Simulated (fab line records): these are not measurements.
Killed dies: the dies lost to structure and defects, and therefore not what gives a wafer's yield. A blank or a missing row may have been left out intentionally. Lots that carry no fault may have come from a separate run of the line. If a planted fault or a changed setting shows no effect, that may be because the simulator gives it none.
Which of the tools did it? / flow n5 finfet / Sampling: 24 lots, 72 wafers, 6 of 1938 route steps

WHAT EACH GAUGE READ, for each wafer
N5_FIN_SAQP_CD_MEAS_37 targets a cd of 8 nm.
lot=L074; measured=day 2 03:08; on=cd sem-02; cd nm (nm)=8.01 7.85 8.05
lot=L075; measured=day 2 08:35; on=cd sem-03; cd nm (nm)=7.57 8.03 8.11
lot=L076; measured=day 2 14:31; on=cd sem-01; cd nm (nm)=8.51 8.73 8.50
lot=L077; measured=day 2 20:32; on=cd sem-02; cd nm (nm)=8.29 7.96 7.95
lot=L078; measured=day 3 01:50; on=cd sem-02; cd nm (nm)=8.07 8.03 7.92
lot=L079; measured=day 3 08:22; on=cd sem-02; cd nm (nm)=8.14 8.20 8.09
lot=L080; measured=day 3 14:07; on=cd sem-01; cd nm (nm)=8.40 8.12 8.10
lot=L081; measured=day 3 19:52; on=cd sem-02; cd nm (nm)=8.51 8.00 8.40
lot=L082; measured=day 4 04:29; on=cd sem-01; cd nm (nm)=8.11 8.15 8.20
lot=L083; measured=day 4 09:56; on=cd sem-02; cd nm (nm)=8.05 7.94 7.98
lot=L084; measured=day 4 15:05; on=cd sem-02; cd nm (nm)=8.18 7.91 7.90
lot=L085; measured=day 5 00:49; on=cd sem-01; cd nm (nm)=8.27 7.84 8.24
lot=L086; measured=day 5 02:32; on=cd sem-02; cd nm (nm)=7.90 8.16 8.08
lot=L087; measured=day 5 11:05; on=cd sem-03; cd nm (nm)=8.46 7.97 8.02
lot=L088; measured=day 5 15:34; on=cd sem-02; cd nm (nm)=7.72 7.98 8.01
lot=L089; measured=day 5 20:25; on=cd sem-03; cd nm (nm)=8.46 8.21 8.00
lot=L090; measured=day 6 03:53; on=cd sem-01; cd nm (nm)=7.77 7.74 8.62
lot=L091; measured=day 6 10:18; on=cd sem-02; cd nm (nm)=7.80 7.92 7.44
lot=L092; measured=day 6 16:20; on=cd sem-03; cd nm (nm)=8.03 8.29 7.98
lot=L093; measured=day 6 21:37; on=cd sem-03; cd nm (nm)=8.16 8.10 7.94
lot=L094; measured=day 7 02:23; on=cd sem-03; cd nm (nm)=7.79 7.65 7.99
lot=L095; measured=day 7 07:46; on=cd sem-01; cd nm (nm)=8.18 8.04 7.93
lot=L096; measured=day 7 13:30; on=cd sem-01; cd nm (nm)=8.46 8.17 8.07
lot=L097; measured=day 7 19:54; on=cd sem-03; cd nm (nm)=8.15 7.93 8.11

N5_FIN_CUT_OVL_MEAS_09.
lot=L074; measured=day 2 03:37; on=overlay-02; FIN_CUT_OVL (nm)=1.7 1.4 0.0
lot=L075; measured=day 2 09:13; on=overlay-02; FIN_CUT_OVL (nm)=1.6 0.8 1.1
lot=L076; measured=day 2 14:59; on=overlay-01; FIN_CUT_OVL (nm)=1.1 0.3 0.4
lot=L077; measured=day 2 20:59; on=overlay-02; FIN_CUT_OVL (nm)=0.4 -0.1 0.5
lot=L078; measured=day 3 02:17; on=overlay-01; FIN_CUT_OVL (nm)=-0.1 -0.1 0.6
lot=L079; measured=day 3 08:58; on=overlay-01; FIN_CUT_OVL (nm)=0.2 1.1 1.5
lot=L080; measured=day 3 14:35; on=overlay-01; FIN_CUT_OVL (nm)=0.3 1.0 0.5
lot=L081; measured=day 3 20:20; on=overlay-02; FIN_CUT_OVL (nm)=0.7 0.5 0.8
lot=L082; measured=day 4 04:59; on=overlay-02; FIN_CUT_OVL (nm)=0.8 1.7 0.5
lot=L083; measured=day 4 10:26; on=overlay-01; FIN_CUT_OVL (nm)=-0.1 0.8 0.5
lot=L084; measured=day 4 15:38; on=overlay-01; FIN_CUT_OVL (nm)=1.0 0.4 0.9
lot=L085; measured=day 5 01:17; on=overlay-01; FIN_CUT_OVL (nm)=-0.4 0.4 0.9
lot=L086; measured=day 5 03:02; on=overlay-02; FIN_CUT_OVL (nm)=1.0 0.4 0.3
lot=L087; measured=day 5 11:34; on=overlay-01; FIN_CUT_OVL (nm)=-0.3 0.4 -0.3
lot=L088; measured=day 5 16:02; on=overlay-02; FIN_CUT_OVL (nm)=0.8 1.9 0.5
lot=L089; measured=day 5 20:55; on=overlay-02; FIN_CUT_OVL (nm)=0.4 -0.4 0.0
lot=L090; measured=day 6 04:22; on=overlay-02; FIN_CUT_OVL (nm)=0.4 0.5 1.1
lot=L091; measured=day 6 10:46; on=overlay-01; FIN_CUT_OVL (nm)=-0.8 -0.2 -1.2
lot=L092; measured=day 6 16:47; on=overlay-02; FIN_CUT_OVL (nm)=-0.5 0.2 0.1
lot=L093; measured=day 6 22:12; on=overlay-02; FIN_CUT_OVL (nm)=-1.0 -0.1 0.3
lot=L094; measured=day 7 02:51; on=overlay-01; FIN_CUT_OVL (nm)=1.5 0.2 0.7
lot=L095; measured=day 7 08:21; on=overlay-02; FIN_CUT_OVL (nm)=1.0 1.1 1.0
lot=L096; measured=day 7 13:58; on=overlay-02; FIN_CUT_OVL (nm)=-0.6 0.3 0.0
lot=L097; measured=day 7 20:22; on=overlay-02; FIN_CUT_OVL (nm)=1.0 -0.3 0.4

N5_STI_FIN_REVEAL_INSPECT_13: inspects for defects (darkfield).
lot=L074; measured=day 2 13:49; on=defect inspect-02; raw defect count=7 7 11
lot=L075; measured=day 2 19:19; on=defect inspect-01; raw defect count=14 10 13
lot=L076; measured=day 3 03:14; on=defect inspect-01; raw defect count=9 7 16
lot=L077; measured=day 3 09:35; on=defect inspect-01; raw defect count=10 19 12
lot=L078; measured=day 3 12:07; on=defect inspect-02; raw defect count=9 8 9
lot=L079; measured=day 3 18:43; on=defect inspect-01; raw defect count=3 18 18
lot=L080; measured=day 4 01:23; on=defect inspect-02; raw defect count=17 22 18
lot=L081; measured=day 4 06:24; on=defect inspect-02; raw defect count=6 10 17
lot=L082; measured=day 4 15:08; on=defect inspect-01; raw defect count=11 8 4
lot=L083; measured=day 4 21:12; on=defect inspect-01; raw defect count=7 14 7
lot=L084; measured=day 5 01:43; on=defect inspect-02; raw defect count=6 8 15
lot=L085; measured=day 5 12:59; on=defect inspect-02; raw defect count=12 15 15
lot=L086; measured=day 5 13:22; on=defect inspect-02; raw defect count=18 17 9
lot=L087; measured=day 5 21:50; on=defect inspect-01; raw defect count=22 23 22
lot=L088; measured=day 6 01:45; on=defect inspect-01; raw defect count=18 11 28
lot=L089; measured=day 6 06:45; on=defect inspect-02; raw defect count=22 14 14
lot=L090; measured=day 6 14:43; on=defect inspect-01; raw defect count=9 19 13
lot=L091; measured=day 6 20:36; on=defect inspect-01; raw defect count=7 10 19
lot=L092; measured=day 7 02:39; on=defect inspect-02; raw defect count=12 11 4
lot=L093; measured=day 7 08:08; on=defect inspect-02; raw defect count=27 9 18
lot=L094; measured=day 7 12:38; on=defect inspect-02; raw defect count=19 7 15
lot=L095; measured=day 7 18:08; on=defect inspect-02; raw defect count=10 7 24
lot=L096; measured=day 7 23:51; on=defect inspect-02; raw defect count=18 17 17
lot=L097; measured=day 8 06:55; on=defect inspect-01; raw defect count=17 11 17

WHICH TOOL RAN EACH LOT (tool, then ch and the chambers of the sampled wafers, then the start)
lot=L074; N5_FIN_SAQP_ALD_61=ald sin-02 ch 0,1,3, day 1 20:41; N5_FIN_SAQP_RECESS_63=vapor etch-02 ch 0,1, day 2 01:16; N5_STI_FIN_REVEAL_ETCH_34=rie si-03 ch 0,2,3, day 2 13:08
lot=L075; N5_FIN_SAQP_ALD_61=ald sin-02 ch 1,2, day 2 02:34; N5_FIN_SAQP_RECESS_63=vapor etch-01 ch 0,1, day 2 06:47; N5_STI_FIN_REVEAL_ETCH_34=rie si-03 ch 0,1,3, day 2 18:37
lot=L076; N5_FIN_SAQP_ALD_61=ald sin-01 ch 0,3, day 2 09:04; N5_FIN_SAQP_RECESS_63=vapor etch-02 ch 0,1, day 2 12:35; N5_STI_FIN_REVEAL_ETCH_34=rie si-02 ch 0,2,3, day 3 02:32
lot=L077; N5_FIN_SAQP_ALD_61=ald sin-01 ch 0,3, day 2 14:47; N5_FIN_SAQP_RECESS_63=vapor etch-02 ch 0,1, day 2 18:32; N5_STI_FIN_REVEAL_ETCH_34=rie si-05 ch 0,1,2, day 3 08:53
lot=L078; N5_FIN_SAQP_ALD_61=ald sin-04 ch 0,2, day 2 20:21; N5_FIN_SAQP_RECESS_63=vapor etch-01 ch 1, day 3 00:06; N5_STI_FIN_REVEAL_ETCH_34=rie si-02 ch 0,3, day 3 11:22
lot=L079; N5_FIN_SAQP_ALD_61=ald sin-02 ch 0,1,2, day 3 02:41; N5_FIN_SAQP_RECESS_63=vapor etch-02 ch 0,1, day 3 06:29; N5_STI_FIN_REVEAL_ETCH_34=rie si-05 ch 1,2,3, day 3 18:01
lot=L080; N5_FIN_SAQP_ALD_61=ald sin-02 ch 0,1, day 3 08:12; N5_FIN_SAQP_RECESS_63=vapor etch-01 ch 0, day 3 12:07; N5_STI_FIN_REVEAL_ETCH_34=rie si-05 ch 0,2,3, day 4 00:41
lot=L081; N5_FIN_SAQP_ALD_61=ald sin-04 ch 0,2,3, day 3 14:09; N5_FIN_SAQP_RECESS_63=vapor etch-02 ch 0,1, day 3 18:08; N5_STI_FIN_REVEAL_ETCH_34=rie si-03 ch 0,1,2, day 4 05:39
lot=L082; N5_FIN_SAQP_ALD_61=ald sin-01 ch 0,1,2, day 3 21:25; N5_FIN_SAQP_RECESS_63=vapor etch-02 ch 0,1, day 4 02:02; N5_STI_FIN_REVEAL_ETCH_34=rie si-03 ch 1,3, day 4 14:18
lot=L083; N5_FIN_SAQP_ALD_61=ald sin-04 ch 0,1,2, day 4 02:34; N5_FIN_SAQP_RECESS_63=vapor etch-02 ch 0,1, day 4 08:18; N5_STI_FIN_REVEAL_ETCH_34=rie si-02 ch 0,2,3, day 4 20:10
lot=L084; N5_FIN_SAQP_ALD_61=ald sin-02 ch 0,1,3, day 4 08:42; N5_FIN_SAQP_RECESS_63=vapor etch-02 ch 0,1, day 4 12:50; N5_STI_FIN_REVEAL_ETCH_34=rie si-05 ch 1,2,3, day 5 00:59
lot=L085; N5_FIN_SAQP_ALD_61=ald sin-01 ch 1,2,3, day 4 17:58; N5_FIN_SAQP_RECESS_63=vapor etch-01 ch 0,1, day 4 22:47; N5_STI_FIN_REVEAL_ETCH_34=rie si-03 ch 0,2,3, day 5 12:17
lot=L086; N5_FIN_SAQP_ALD_61=ald sin-04 ch 0,1, day 4 19:57; N5_FIN_SAQP_RECESS_63=vapor etch-02 ch 0,1, day 5 00:49; N5_STI_FIN_REVEAL_ETCH_34=rie si-02 ch 1,2,3, day 5 12:39
lot=L087; N5_FIN_SAQP_ALD_61=ald sin-01 ch 0,1,3, day 5 04:34; N5_FIN_SAQP_RECESS_63=vapor etch-01 ch 0,1, day 5 09:25; N5_STI_FIN_REVEAL_ETCH_34=rie si-03 ch 0,1,3, day 5 21:08
lot=L088; N5_FIN_SAQP_ALD_61=ald sin-01 ch 1,2,3, day 5 09:25; N5_FIN_SAQP_RECESS_63=vapor etch-01 ch 0,1, day 5 13:34; N5_STI_FIN_REVEAL_ETCH_34=rie si-02 ch 2,3, day 6 01:03
lot=L089; N5_FIN_SAQP_ALD_61=ald sin-04 ch 0,2,3, day 5 14:43; N5_FIN_SAQP_RECESS_63=vapor etch-02 ch 0,1, day 5 18:17; N5_STI_FIN_REVEAL_ETCH_34=rie si-05 ch 0,2,3, day 6 06:03
lot=L090; N5_FIN_SAQP_ALD_61=ald sin-01 ch 0,3, day 5 21:51; N5_FIN_SAQP_RECESS_63=vapor etch-01 ch 0,1, day 6 01:46; N5_STI_FIN_REVEAL_ETCH_34=rie si-05 ch 0,1,2, day 6 14:01
lot=L091; N5_FIN_SAQP_ALD_61=ald sin-02 ch 0,1,2, day 6 02:57; N5_FIN_SAQP_RECESS_63=vapor etch-01 ch 1, day 6 07:58; N5_STI_FIN_REVEAL_ETCH_34=rie si-02 ch 0,2,3, day 6 19:54
lot=L092; N5_FIN_SAQP_ALD_61=ald sin-04 ch 1,2,3, day 6 10:38; N5_FIN_SAQP_RECESS_63=vapor etch-02 ch 0,1, day 6 14:14; N5_STI_FIN_REVEAL_ETCH_34=rie si-02 ch 1,2,3, day 7 01:57
lot=L093; N5_FIN_SAQP_ALD_61=ald sin-01 ch 0,1,3, day 6 14:39; N5_FIN_SAQP_RECESS_63=vapor etch-02 ch 0,1, day 6 19:37; N5_STI_FIN_REVEAL_ETCH_34=rie si-03 ch 0,1,3, day 7 07:26
lot=L094; N5_FIN_SAQP_ALD_61=ald sin-04 ch 0,2,3, day 6 20:56; N5_FIN_SAQP_RECESS_63=vapor etch-01 ch 0,1, day 7 00:31; N5_STI_FIN_REVEAL_ETCH_34=rie si-03 ch 0,1,2, day 7 11:56
lot=L095; N5_FIN_SAQP_ALD_61=ald sin-01 ch 0,2,3, day 7 02:04; N5_FIN_SAQP_RECESS_63=vapor etch-02 ch 0, day 7 06:01; N5_STI_FIN_REVEAL_ETCH_34=rie si-05 ch 0,1,3, day 7 17:26
lot=L096; N5_FIN_SAQP_ALD_61=ald sin-02 ch 0,1,2, day 7 08:19; N5_FIN_SAQP_RECESS_63=vapor etch-02 ch 0,1, day 7 11:45; N5_STI_FIN_REVEAL_ETCH_34=rie si-03 ch 0,1,2, day 7 23:09
lot=L097; N5_FIN_SAQP_ALD_61=ald sin-02 ch 0,1, day 7 14:11; N5_FIN_SAQP_RECESS_63=vapor etch-02 ch 0,1, day 7 18:01; N5_STI_FIN_REVEAL_ETCH_34=rie si-03 ch 0,3, day 8 06:14
- N5_FIN_SAQP_ALD_61: deposits SiO2, target thk 4 nm, pulse time 1 s, purge time 2 s.
- N5_FIN_SAQP_RECESS_63: chemistry HF/NH3, target SiO2, target depth 18 nm, afs cycles 3, sublimation time 60 s.
- N5_STI_FIN_REVEAL_ETCH_34: etches Si in H2, material Si, target depth 0.97 nm.

WHAT THE TOOLS THEMSELVES READ (means of the sampled wafers that have a number; where no wafer has one, the mark that the record gives instead)
N5_FIN_SAQP_ALD_61.
lot=L074; tool=ald sin-02; heater power w (W)=447; precursor pulse height rel=0.998
lot=L075; tool=ald sin-02; heater power w (W)=402; precursor pulse height rel=0.992
lot=L076; tool=ald sin-01; heater power w (W)=401; precursor pulse height rel=1.009
lot=L077; tool=ald sin-01; heater power w (W)=399; precursor pulse height rel=1.007
lot=L078; tool=ald sin-04; heater power w (W)=496; precursor pulse height rel=1.004
lot=L079; tool=ald sin-02; heater power w (W)=437; precursor pulse height rel=0.998
lot=L080; tool=ald sin-02; heater power w (W)=492; precursor pulse height rel=0.999
lot=L081; tool=ald sin-04; heater power w (W)=460; precursor pulse height rel=0.998
lot=L082; tool=ald sin-01; heater power w (W)=451; precursor pulse height rel=1.018
lot=L083; tool=ald sin-04; heater power w (W)=471; precursor pulse height rel=0.988
lot=L084; tool=ald sin-02; heater power w (W)=445; precursor pulse height rel=1.012
lot=L085; tool=ald sin-01; heater power w (W)=448; precursor pulse height rel=0.993
lot=L086; tool=ald sin-04; heater power w (W)=479; precursor pulse height rel=1.015
lot=L087; tool=ald sin-01; heater power w (W)=401; precursor pulse height rel=1.007
lot=L088; tool=ald sin-01; heater power w (W)=452; precursor pulse height rel=0.990
lot=L089; tool=ald sin-04; heater power w (W)=461; precursor pulse height rel=1.006
lot=L090; tool=ald sin-01; heater power w (W)=400; precursor pulse height rel=0.981
lot=L091; tool=ald sin-02; heater power w (W)=443; precursor pulse height rel=1.001
lot=L092; tool=ald sin-04; heater power w (W)=447; precursor pulse height rel=0.997
lot=L093; tool=ald sin-01; heater power w (W)=400; precursor pulse height rel=1.013
lot=L094; tool=ald sin-04; heater power w (W)=460; precursor pulse height rel=1.027
lot=L095; tool=ald sin-01; heater power w (W)=460; precursor pulse height rel=0.995
lot=L096; tool=ald sin-02; heater power w (W)=453; precursor pulse height rel=0.993
lot=L097; tool=ald sin-02; heater power w (W)=439; precursor pulse height rel=1.000

N5_FIN_SAQP_RECESS_63.
lot=L074; tool=vapor etch-02; drypump motor current A (A)=5.7
lot=L075; tool=vapor etch-01; drypump motor current A (A)=5.6
lot=L076; tool=vapor etch-02; drypump motor current A (A)=5.7
lot=L077; tool=vapor etch-02; drypump motor current A (A)=5.4
lot=L078; tool=vapor etch-01; drypump motor current A (A)=5.6
lot=L079; tool=vapor etch-02; drypump motor current A (A)=5.4
lot=L080; tool=vapor etch-01; drypump motor current A (A)=5.5
lot=L081; tool=vapor etch-02; drypump motor current A (A)=5.4
lot=L082; tool=vapor etch-02; drypump motor current A (A)=5.7
lot=L083; tool=vapor etch-02; drypump motor current A (A)=5.4
lot=L084; tool=vapor etch-02; drypump motor current A (A)=5.4
lot=L085; tool=vapor etch-01; drypump motor current A (A)=5.6
lot=L086; tool=vapor etch-02; drypump motor current A (A)=5.7
lot=L087; tool=vapor etch-01; drypump motor current A (A)=5.6
lot=L088; tool=vapor etch-01; drypump motor current A (A)=5.6
lot=L089; tool=vapor etch-02; drypump motor current A (A)=5.4
lot=L090; tool=vapor etch-01; drypump motor current A (A)=5.5
lot=L091; tool=vapor etch-01; drypump motor current A (A)=5.6
lot=L092; tool=vapor etch-02; drypump motor current A (A)=5.4
lot=L093; tool=vapor etch-02; drypump motor current A (A)=5.7
lot=L094; tool=vapor etch-01; drypump motor current A (A)=5.5
lot=L095; tool=vapor etch-02; drypump motor current A (A)=6.0
lot=L096; tool=vapor etch-02; drypump motor current A (A)=5.7
lot=L097; tool=vapor etch-02; drypump motor current A (A)=5.4

N5_STI_FIN_REVEAL_ETCH_34.
lot=L074; tool=rie si-03; drypump motor current A (A)=6.0; oes product au (a.u.)=1.020; throttle valve pct (%)=25.9
lot=L075; tool=rie si-03; drypump motor current A (A)=5.9; oes product au (a.u.)=1.009; throttle valve pct (%)=25.8
lot=L076; tool=rie si-02; drypump motor current A (A)=5.6; oes product au (a.u.)=1.009; throttle valve pct (%)=25.8
lot=L077; tool=rie si-05; drypump motor current A (A)=5.7; oes product au (a.u.)=1.026; throttle valve pct (%)=25.8
lot=L078; tool=rie si-02; drypump motor current A (A)=5.2; oes product au (a.u.)=1.007; throttle valve pct (%)=26.3
lot=L079; tool=rie si-05; drypump motor current A (A)=6.1; oes product au (a.u.)=1.014; throttle valve pct (%)=25.6
lot=L080; tool=rie si-05; drypump motor current A (A)=6.0; oes product au (a.u.)=1.012; throttle valve pct (%)=26.2
lot=L081; tool=rie si-03; drypump motor current A (A)=5.9; oes product au (a.u.)=1.010; throttle valve pct (%)=26.0
lot=L082; tool=rie si-03; drypump motor current A (A)=6.1; oes product au (a.u.)=1.005; throttle valve pct (%)=25.9
lot=L083; tool=rie si-02; drypump motor current A (A)=5.5; oes product au (a.u.)=0.998; throttle valve pct (%)=25.9
lot=L084; tool=rie si-05; drypump motor current A (A)=6.1; oes product au (a.u.)=1.014; throttle valve pct (%)=25.6
lot=L085; tool=rie si-03; drypump motor current A (A)=6.0; oes product au (a.u.)=1.014; throttle valve pct (%)=25.9
lot=L086; tool=rie si-02; drypump motor current A (A)=5.4; oes product au (a.u.)=1.013; throttle valve pct (%)=25.7
lot=L087; tool=rie si-03; drypump motor current A (A)=5.9; oes product au (a.u.)=1.011; throttle valve pct (%)=25.8
lot=L088; tool=rie si-02; drypump motor current A (A)=5.9; oes product au (a.u.)=1.024; throttle valve pct (%)=25.6
lot=L089; tool=rie si-05; drypump motor current A (A)=6.1; oes product au (a.u.)=1.007; throttle valve pct (%)=26.2
lot=L090; tool=rie si-05; drypump motor current A (A)=5.7; oes product au (a.u.)=1.013; throttle valve pct (%)=25.8
lot=L091; tool=rie si-02; drypump motor current A (A)=5.6; oes product au (a.u.)=1.014; throttle valve pct (%)=25.8
lot=L092; tool=rie si-02; drypump motor current A (A)=5.4; oes product au (a.u.)=1.006; throttle valve pct (%)=25.7
lot=L093; tool=rie si-03; drypump motor current A (A)=5.9; oes product au (a.u.)=1.010; throttle valve pct (%)=25.8
lot=L094; tool=rie si-03; drypump motor current A (A)=5.9; oes product au (a.u.)=1.015; throttle valve pct (%)=26.0
lot=L095; tool=rie si-05; drypump motor current A (A)=5.9; oes product au (a.u.)=1.006; throttle valve pct (%)=25.8
lot=L096; tool=rie si-03; drypump motor current A (A)=5.9; oes product au (a.u.)=1.007; throttle valve pct (%)=26.0
lot=L097; tool=rie si-03; drypump motor current A (A)=5.7; oes product au (a.u.)=1.021; throttle valve pct (%)=25.8

THE ANSWER, worked out from the rows above alone
Rule: usual is defined by the lots themselves. Put in order of their means at a reading, lots are off if they are a third of the lots or fewer, leave a main group of 4 or more, and stand apart from it by a gap of 3 or more times the standard deviation of the main group's means; of several such gaps the widest counts. The tables above print the reading to a certain number of digits; a main group whose means all agree to those digits is not used. A lot without any number at a reading at which 4 lots or more have one is off too. Any other lot the step has rows for is counted as sound. The gauges are gone through in route order, then the tools' own readings, and for those a lot's mean is taken as printed above. At the first step where some lot is off, the reading lying furthest off is the one used; lots without a number count as furthest.
Nothing can be told from this: no lot is off at any reading shown.

WHAT WAS PUT IN BY THE SIMULATOR
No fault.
